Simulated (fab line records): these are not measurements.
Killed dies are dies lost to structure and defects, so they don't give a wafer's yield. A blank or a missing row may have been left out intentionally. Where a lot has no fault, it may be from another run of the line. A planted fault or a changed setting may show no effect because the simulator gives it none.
Lot-split experiment | flow n5 finfet | 7 lots, 21 wafers read, on a route of 1938 steps

## ABOUT THE SPLIT
At N5_BEOL_M11_VIA_ETCH_34 (etches SiCOH lowk in C4F6/O2, target depth 184.5 nm, time 69.2 s), the setting source w was moved away from the recipe's 345 W on 8 of the 21 wafers read, by -15.9% to +13.3%. The other wafers ran this setting at the recipe's value.

The reading comes from the split's own step.

## THE READING
rf vpp V, in V, at N5_BEOL_M11_VIA_ETCH_34 (etches SiCOH lowk in C4F6/O2, target depth 184.5 nm, time 69.2 s). Fault-free wafers of this fab line usually give 671 V, standard deviation 11 V.

wafer  | tool, chamber at the split | source w as run, W | against the recipe | rf vpp V, V | against lot-mates on the recipe
L076.1 | rie diel-02, 2             | 345                | recipe             | 679         | -
L076.2 | rie diel-02, 1             | 299.6              | -13.2%             | 723         | +44
L076.5 | rie diel-02, 0             | 299.6              | -13.2%             | 725         | +46
L080.3 | rie diel-05, 1             | 345                | recipe             | 667         | -
L080.5 | rie diel-05, 1             | 391                | +13.3%             | 626         | -41
L080.6 | rie diel-05, 3             | 391                | +13.3%             | 627         | -40
L088.2 | rie diel-04, 3             | 345                | recipe             | 657         | -
L088.5 | rie diel-04, 3             | 345                | recipe             | 658         | -
L088.6 | rie diel-04, 0             | 345                | recipe             | 671         | -
L089.2 | rie diel-02, 1             | 345                | recipe             | 671         | -
L089.5 | rie diel-02, 0             | 345                | recipe             | 672         | -
L089.6 | rie diel-02, 1             | 345                | recipe             | 673         | -
L092.1 | rie diel-02, 2             | 309.2              | -10.4%             | 716         | +44
L092.3 | rie diel-02, 1             | 345                | recipe             | 671         | -
L092.4 | rie diel-02, 0             | 345                | recipe             | 673         | -
L095.1 | rie diel-02, 1             | 290                | -15.9%             | 734         | +60
L095.4 | rie diel-02, 0             | 345                | recipe             | 674         | -
L095.6 | rie diel-02, 3             | 290                | -15.9%             | 729         | +55
L097.2 | rie diel-05, 3             | 345                | recipe             | 667         | -
L097.3 | rie diel-05, 0             | 370.9              | +7.5%              | 671         | +10
L097.6 | rie diel-05, 2             | 345                | recipe             | 655         | -

FIT RESULTS
A straight line over all 21 wafers: rf vpp V changes by -3.59 V for each +1% of source w; r = -0.96; the points scatter about the line by 9.2 V.
The same after taking each lot's own level away (the mean of its wafers on the recipe; 21 wafers): -3.18 V for each +1%; r = -0.95; scatter 8.5 V.
The reading moves by 51 V for the largest change in source w, on that fit.
Measured against the standard deviation above, the lots' own levels, which go from 661.0 to 679.0 V, span 1.6 times it.
So the lot-to-lot level changes the slope: the two fits differ.
Check: with one of the wafers moved furthest among these (-15.9%) left out of the fit, the line predicts +52.4 V for it against its lot-mates. It came out at +60 V against them.
Tool readings at the split's step, against how far the setting was moved: rf vpp V r = -0.96.

## THESE WAFERS: OTHER SPLITS
Before the reading, these wafers also passed through other splits. Each is held against what the fit with the lots' levels taken away leaves over:
other split on the same wafers | wafers away from the commonest value | r with rf vpp V (lot level and that fit taken away)
N5_BEOL_M10_COAT_60 spin rpm   | 4                                    | -0.02
N5_BEOL_M10_COAT_05 spin rpm   | 8                                    | -0.23
N5_BEOL_M11_ILD_DEP_00 time s  | 8                                    | +0.00
N5_BEOL_M11_EXPOSE_25 dose mj  | 5                                    | +0.19

## FILE'S OWN FIT
rf vpp V changes by -3.16 V for each +1% of source w, r = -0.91.
